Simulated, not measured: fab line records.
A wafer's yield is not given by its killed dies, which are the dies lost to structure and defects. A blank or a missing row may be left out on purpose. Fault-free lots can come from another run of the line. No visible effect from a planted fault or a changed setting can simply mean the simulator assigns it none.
fab line records	flow n5_finfet	part 2 of 2: steps 4 to 6 of 6
record lots=24	wafers=72	last_day=19
route steps=1938 shown DUMMY_GATE@243 SD_EPI_N@293 SD_EPI_P@307 SD_ACTIVATION@334 ILD0@338
lots that met no fault: taken from a fault-free run of the same line
start_h: start of the lot's first displayed wafer, in hours after the record's first day	wait_h: how many hours have passed since the lot's step before this one	" as in the row above	L1.1+2: a row that stands for several wafers	- either no value or no given start	* or withheld: withheld	< > ~ a bound
route shown NAME@n: a module of which the file shows steps, and the number in the route of the first	usual: mean and standard deviation over wafers with no fault	same: alike in all rows	chamber/n: place in a boat	sites: per-site readings	_std_site: standard deviation of those values	_edge_site: the outer-site mean with the inner-site mean subtracted	radius_mm: for every site, how far away it sits from the centre of the wafer	mask NAME#n: copy n	behind: the most recent tool/chamber to have shaped the wafer	hold: reason for holding the lot/hours on hold/outcome of the hold	device: whichever transistor did not switch (one of n, p or np)	end of line: the same wafers' tests at the end of the route	a step with no rows: only its recipe	killed: count of dies lost to structure and defects at first sort (not the wafer's yield)	map: dies across one wafer; x = killed, . = not, _ = none there
set.NAME: the setting the step ran with; set.NAME@STEP: the setting that earlier step ran with	model.NAME: the simulator's own value behind a step, which no gauge read
a sample of lots followed through the steps of the route, with each step as a table and each wafer as a row
services: a tool's chamber out of use, with start hour (start_h, from the record's first day; less than 0 if before it), hours out, and reason
## steps
# step N5_SD_EPI_P_ETCH_36
# recipe chemistry=CF4	target=SiARC	target_depth_a=455	mask_material=CAR-ArF-block	time_s=75.8	ion_energy_ev=80	pressure_mtorr=40	source_w=545	bias_w=36	Ar_flow_sccm=100	cf4_flow_sccm=100	ends=cleared
# usual drypump_motor_current_A=5.5/0.38	etch_rf_on_time_s=75.7/1.3	oes_product_au=0.66/0.068	rf_vpp_V=184.0/1.1	showerhead_plenum_p_Torr=2.14/0.051	throttle_valve_pct=15.63/0.24
lot.wafer	tool	chamber	start_h	wait_h	drypump_motor_current_A	etch_rf_on_time_s	oes_product_au	rf_hours_counter_h	rf_vpp_V	showerhead_plenum_p_Torr	throttle_valve_pct
L074.2	rie_diel-06	0	57.00	0.0	5.4	76.4	0.65	165	183.5	2.14	15.79
L074.3	"	1	"	"	5.7	76.2	0.59	222	181.7	2.04	15.78
L074.4	"	3	"	"	5.1	75.4	0.62	207	183.5	2.12	15.88
L075.4	rie_diel-06	2	65.34	0.0	5.7	73.7	0.71	63	183.3	2.17	15.60
L075.5	"	0	"	"	5.4	77.0	0.64	-	183.7	2.14	15.77
L075.6	"	1	"	"	5.7	77.0	0.60	-	183.3	2.04	15.76
L076.2	rie_diel-05	3	65.55	0.0	5.4	76.7	0.68	92	183.8	2.16	15.32
L076.3	"	1	"	"	4.9	74.6	0.80	26	182.6	2.10	15.27
L076.5	"	3	"	"	5.4	76.7	0.68	-	185.4	2.16	15.32
L077.4	rie_diel-06	1	73.65	0.0	5.7	75.9	0.59	227	182.6	2.03	15.79
L077.5	"	3	"	"	5.1	75.1	0.62	-	183.6	2.12	15.89
L077.6	"	0	"	"	5.4	76.6	0.64	-	183.3	2.14	15.78
L078.1	rie_diel-03	1	78.20	0.0	5.1	75.3	0.73	53	183.2	2.17	15.32
L078.3	"	3	"	"	5.4	73.8	0.67	116	183.5	2.15	15.81
L078.4	"	0	"	"	6.3	74.7	0.60	240	184.2	2.11	15.70
L079.2	rie_diel-06	2	85.39	0.0	5.9	73.8	0.71	69	183.7	2.17	15.61
L079.5	"	0	"	"	5.4	78.1	0.63	-	184.2	2.13	15.77
L079.6	"	1	"	"	5.7	77.0	0.60	-	182.7	2.03	15.79
L080.2	rie_diel-05	2	93.06	0.0	5.8	74.9	0.72	75	183.9	2.17	15.86
L080.3	"	1	"	"	4.9	76.3	0.77	34	183.5	2.09	15.29
L080.6	"	2	"	"	5.8	74.0	0.73	-	183.8	2.17	15.86
L081.3	rie_diel-05	3	97.02	0.0	5.4	78.1	0.66	102	184.1	2.16	15.34
L081.5	"	2	"	"	5.8	74.9	0.73	-	183.1	2.17	15.87
L081.6	"	3	"	"	5.4	77.5	0.67	-	183.8	2.16	15.35
L082.2	rie_diel-03	2	100.87	0.0	5.8	77.3	0.61	160	185.9	2.23	15.41
L082.4	"	1	"	"	5.1	75.1	0.73	59	186.6	2.17	15.33
L082.5	"	1	"	"	5.1	75.6	0.73	-	185.6	2.17	15.34
L083.2	rie_diel-03	1	107.70	0.0	5.1	75.3	0.73	62	185.6	2.17	15.35
L083.3	"	3	"	"	5.4	73.9	0.67	126	185.0	2.15	15.85
L083.6	"	2	"	"	5.8	76.5	0.62	-	183.4	2.22	15.41
L084.2	rie_diel-06	1	114.97	0.0	5.7	77.1	0.59	238	182.8	2.03	15.81
L084.3	"	3	"	"	5.2	75.3	0.60	225	184.1	2.11	15.90
L084.4	"	2	"	"	5.8	74.1	0.70	78	183.9	2.17	15.63
L085.1	rie_diel-03	2	118.00	0.0	5.8	76.3	0.62	167	185.0	2.22	15.43
L085.2	"	3	"	"	5.4	74.7	0.66	129	183.8	2.15	15.83
L085.3	"	1	"	"	5.1	74.9	0.73	66	185.7	2.17	15.37
L086.4	rie_diel-06	2	130.58	0.0	5.8	73.9	0.70	-	185.8	2.17	15.63
L086.5	"	1	"	"	5.7	75.8	0.58	-	182.5	2.03	15.81
L086.6	"	3	"	"	5.1	75.8	0.60	-	182.5	2.11	15.92
L087.2	rie_diel-06	1	134.12	0.0	5.7	76.6	0.58	246	182.6	2.03	15.84
L087.4	"	2	"	"	5.8	74.3	0.69	-	183.9	2.17	15.64
L087.5	"	1	"	"	5.7	76.5	0.58	-	181.7	2.03	15.83
L088.2	rie_diel-03	3	138.80	0.0	5.4	74.6	0.65	137	184.7	2.14	15.85
L088.3	"	0	"	"	6.2	74.1	0.85	0	183.7	2.11	15.22
L088.5	"	0	"	"	6.2	74.2	0.85	-	183.1	2.11	15.23
L089.3	rie_diel-03	3	144.58	0.0	5.4	74.8	0.65	139	184.9	2.14	15.86
L089.4	"	1	"	"	5.2	75.6	0.71	75	183.6	2.17	15.38
L089.5	"	2	"	"	5.8	77.0	0.61	-	186.5	2.22	15.45
L090.2	rie_diel-03	1	150.43	0.0	5.2	76.0	0.71	77	183.5	2.17	15.39
L090.3	"	0	"	"	6.3	73.8	0.82	4	183.2	2.11	15.26
L090.4	"	3	"	"	5.4	74.5	0.65	141	185.4	2.14	15.86
L091.1	rie_diel-03	2	155.65	0.0	5.7	76.7	0.61	180	184.3	2.22	15.44
L091.3	"	1	"	"	5.1	76.1	0.70	78	184.6	2.16	15.36
L091.6	"	2	"	"	5.8	76.8	0.60	-	185.4	2.22	15.45
L092.2	rie_diel-06	3	161.14	0.0	5.2	76.9	0.58	242	182.9	2.11	15.95
L092.5	"	1	"	"	5.7	77.9	0.57	-	181.3	2.03	15.83
L092.6	"	2	"	"	5.8	75.7	0.67	-	184.8	2.16	15.66
L093.1	rie_diel-06	2	167.69	0.0	5.8	74.5	0.67	100	184.5	2.16	15.69
L093.3	"	0	"	"	5.4	77.6	0.61	198	182.3	2.13	15.83
L093.6	"	2	"	"	5.8	75.3	0.66	-	184.9	2.16	15.67
L094.1	rie_diel-03	0	175.64	0.0	6.2	74.7	0.80	9	184.6	2.11	15.24
L094.2	"	1	"	"	5.1	76.3	0.70	81	183.6	2.16	15.37
L094.3	"	3	"	"	5.5	75.9	0.64	144	184.0	2.14	15.87
L095.2	rie_diel-05	1	180.57	0.0	4.9	76.3	0.74	59	183.4	2.09	15.32
L095.3	"	2	"	"	5.8	74.8	0.70	101	185.6	2.16	15.91
L095.6	"	1	"	"	4.9	75.6	0.75	-	184.2	2.09	15.34
L096.4	rie_diel-06	2	192.44	0.0	5.8	74.9	0.67	-	184.4	2.16	15.69
L096.5	"	1	"	"	5.7	76.3	0.81	-	185.9	2.28	15.34
L096.6	"	0	"	"	5.4	78.1	0.60	-	183.0	2.12	15.86
L097.1	rie_diel-05	3	196.18	0.0	5.4	78.4	0.65	131	185.3	2.15	15.41
L097.3	"	0	"	"	4.9	76.8	0.59	224	183.2	2.12	15.93
L097.6	"	1	"	"	4.9	75.8	0.74	-	183.5	2.09	15.34
# step N5_SD_ACTIVATION_INSPECT_02
# recipe inspect_instrument=darkfield	mode=post_anneal
# usual raw_defect_count=191/40
lot.wafer	tool	chamber	start_h	wait_h	raw_defect_count
L074.2	defect_inspect-02	-	61.46	0.2	216
L074.3	"	-	"	"	269
L074.4	"	-	"	"	278
L076.2	defect_inspect-02	-	70.06	0.1	180
L076.3	"	-	"	"	264
L076.5	"	-	"	"	184
L075.4	defect_inspect-01	-	70.70	0.1	192
L075.5	"	-	"	"	240
L075.6	"	-	"	"	152
L077.4	defect_inspect-02	-	78.26	0.1	176
L077.5	"	-	"	"	145
L077.6	"	-	"	"	179
L078.1	defect_inspect-02	-	97.96	0.2	204
L078.3	"	-	"	"	182
L078.4	"	-	"	"	198
L079.2	defect_inspect-01	-	98.14	0.1	191
L079.5	"	-	"	"	168
L079.6	"	-	"	"	146
L080.2	defect_inspect-01	-	98.34	0.1	215
L080.3	"	-	"	"	183
L080.6	"	-	"	"	226
L081.3	defect_inspect-02	-	102.39	0.1	152
L081.5	"	-	"	"	193
L081.6	"	-	"	"	180
L082.2	defect_inspect-02	-	105.37	0.1	215
L082.4	"	-	"	"	169
L082.5	"	-	"	"	272
L083.2	defect_inspect-01	-	113.07	0.1	194
L083.3	"	-	"	"	202
L083.6	"	-	"	"	238
L084.2	defect_inspect-02	-	120.29	0.2	194
L084.3	"	-	"	"	223
L084.4	"	-	"	"	170
L085.1	defect_inspect-01	-	122.44	0.2	228
L085.2	"	-	"	"	175
L085.3	"	-	"	"	198
L086.4	defect_inspect-01	-	138.85	0.1	127
L086.5	"	-	"	"	133
L086.6	"	-	"	"	106
L087.2	defect_inspect-02	-	139.04	0.1	218
L087.4	"	-	"	"	237
L087.5	"	-	"	"	256
L088.2	defect_inspect-02	-	143.26	0.1	215
L088.3	"	-	"	"	195
L088.5	"	-	"	"	121
L089.3	defect_inspect-01	-	149.25	0.1	183
L089.4	"	-	"	"	150
L089.5	"	-	"	"	250
L090.2	defect_inspect-01	-	154.90	0.1	111
L090.3	"	-	"	"	167
L090.4	"	-	"	"	120
L091.1	defect_inspect-01	-	160.10	0.2	141
L091.3	"	-	"	"	198
L091.6	"	-	"	"	172
L092.2	defect_inspect-01	-	165.75	0.1	189
L092.5	"	-	"	"	218
L092.6	"	-	"	"	202
L093.1	defect_inspect-02	-	174.18	0.2	265
L093.3	"	-	"	"	236
L093.6	"	-	"	"	236
L094.1	defect_inspect-02	-	180.93	0.2	139
L094.2	"	-	"	"	210
L094.3	"	-	"	"	180
L095.2	defect_inspect-01	-	185.02	0.1	201
L095.3	"	-	"	"	244
L095.6	"	-	"	"	204
L096.4	defect_inspect-02	-	196.86	0.1	161
L096.5	"	-	"	"	176
L096.6	"	-	"	"	191
L097.1	defect_inspect-02	-	200.62	0.2	181
L097.3	"	-	"	"	186
L097.6	"	-	"	"	245
# step N5_ILD0_CMP_03
# recipe stop_on=SiNx	t_overpolish_s=1.9	post_cmp_clean=alkaline_brush	down_force_psi=4.1491	platen_rpm=51.796	pad_velocity_m_s=1.0306	target_thk_nm=197.38
# usual motor_current_A=12.2/1.3	overpolish_run_s=1.901/0.0092	time_to_endpoint_s=69/3.5
lot.wafer	tool	chamber	start_h	wait_h	motor_current_A	overpolish_run_s	time_to_endpoint_s
L074.4	cmp-01	1	63.91	0.1	13.7	1.896	66
L074.2	"	2	"	"	13.2	1.895	66
L074.3	"	3	"	"	10.3	1.889	66
L076.2	cmp-03	0	72.46	0.0	11.1	1.914	71
L076.3	"	3	"	"	14.4	1.898	71
L076.5	"	1	"	"	12.4	1.904	68
L075.4	cmp-01	1	75.48	0.1	13.4	1.894	70
L075.5	"	2	"	"	13.2	1.918	68
L075.6	"	3	"	"	10.3	1.923	67
L077.4	cmp-03	3	80.94	0.1	14.7	1.899	66
L077.6	"	0	"	"	11.5	1.894	67
L077.5	"	1	"	"	12.3	1.902	62
L078.1	cmp-03	2	100.36	0.0	12.0	1.908	64
L078.4	"	0	"	"	11.6	1.914	63
L078.3	"	1	"	"	12.9	1.896	60
L079.2	cmp-01	3	100.54	0.0	10.8	1.891	68
L079.6	"	3	"	"	10.7	1.902	65
L079.5	"	0	"	"	13.5	1.912	66
L080.3	cmp-03	3	100.77	0.0	14.6	1.909	66
L080.2	"	1	"	"	12.1	1.894	63
L080.6	"	0	"	"	11.2	1.907	70
L081.3	cmp-03	3	106.87	0.2	15.2	1.900	68
L081.6	"	0	"	"	11.9	1.904	70
L081.5	"	1	"	"	12.4	1.898	65
L082.4	cmp-01	0	107.99	0.1	13.2	1.912	66
L082.2	"	1	"	"	13.8	1.893	72
L082.5	"	0	"	"	13.2	1.915	66
L083.3	cmp-03	3	115.52	0.0	15.2	1.911	75
L083.2	"	2	"	"	12.4	1.890	75
L083.6	"	3	"	"	15.0	1.887	72
L084.4	cmp-01	3	122.69	0.0	10.4	1.886	68
L084.3	"	0	"	"	13.5	1.911	69
L084.2	"	2	"	"	12.6	1.884	70
L085.1	cmp-03	3	125.17	0.0	14.5	1.892	77
L085.3	"	0	"	"	10.6	1.886	77
L085.2	"	2	"	"	12.6	1.891	77
L086.4	cmp-02	2	141.28	0.1	11.7	1.911	69
L086.6	"	1	"	"	12.8	1.892	74
L086.5	"	2	"	"	12.1	1.901	69
L087.2	cmp-02	3	142.57	0.1	10.2	1.893	68
L087.4	"	1	"	"	12.0	1.894	69
L087.5	"	3	"	"	10.8	1.902	69
L088.3	cmp-02	2	146.17	0.1	12.3	1.898	68
L088.2	"	0	"	"	10.1	1.893	69
L088.5	"	2	"	"	11.7	1.889	69
L089.4	cmp-02	2	152.24	0.0	11.3	1.911	69
L089.3	"	1	"	"	13.2	1.896	68
L089.5	"	3	"	"	11.2	1.882	69
L090.3	cmp-02	2	157.57	0.0	11.4	1.897	66
L090.4	"	3	"	"	10.6	1.915	67
L090.2	"	1	"	"	12.6	1.909	69
L091.3	cmp-01	1	163.17	0.1	14.1	1.897	69
L091.1	"	3	"	"	10.6	1.895	69
L091.6	"	0	"	"	13.1	1.901	68
L092.2	cmp-02	2	168.31	0.0	10.7	1.893	71
L092.5	"	2	"	"	11.3	1.906	71
L092.6	"	3	"	"	10.9	1.891	72
L093.1	cmp-01	1	176.67	0.1	13.4	1.896	68
L093.3	"	2	"	"	12.6	1.901	67
L093.6	"	0	"	"	13.0	1.904	67
L094.3	cmp-02	1	183.37	0.1	12.6	1.894	73
L094.1	"	2	"	"	11.6	1.902	73
L094.2	"	3	"	"	10.9	1.902	74
L095.2	cmp-01	2	187.88	0.2	13.1	1.899	68
L095.3	"	3	"	"	11.0	1.907	67
L095.6	"	0	"	"	12.9	1.921	68
L096.4	cmp-02	0	199.63	0.0	10.6	1.894	67
L096.6	"	0	"	"	10.3	1.891	65
L096.5	"	1	"	"	12.1	1.897	65
L097.3	cmp-01	2	203.45	0.0	12.7	1.896	66
L097.1	"	0	"	"	13.1	1.918	70
L097.6	"	3	"	"	10.1	1.902	65
## services
tool	chamber	start_h	hours	kind
cmp-01	-	31.73	1.7	repair
cmp-03	-	35.53	4.0	pm
cmp-03	-	42.10	1.4	repair
cmp-01	-	44.05	0.3	repair
rie_diel-06	1	45.23	9.4	repair
rie_diel-05	-	53.95	0.3	repair
cmp-01	-	54.31	6.2	pm
ald_sin-02	3	59.10	24.9	repair
cmp-01	-	80.99	1.0	repair
ald_sin-02	-	85.25	14.0	pm
cmp-03	-	91.12	5.3	pm
ald_sin-01	-	93.32	1.1	repair
ald_sin-03	-	100.64	0.4	repair
cmp-01	-	118.38	4.0	pm
cmp-02	-	129.15	2.0	repair
rie_diel-06	1	144.27	14.9	repair
rie_diel-03	3	152.15	13.5	repair
rie_diel-03	-	157.17	10.0	pm
rie_diel-05	3	175.74	3.6	repair
ald_sin-01	-	177.28	1.1	repair
cmp-02	-	184.37	4.0	pm
cmp-03	-	186.39	4.2	pm
cmp-01	-	191.57	0.8	repair
ald_sin-01	3	200.20	3.2	repair
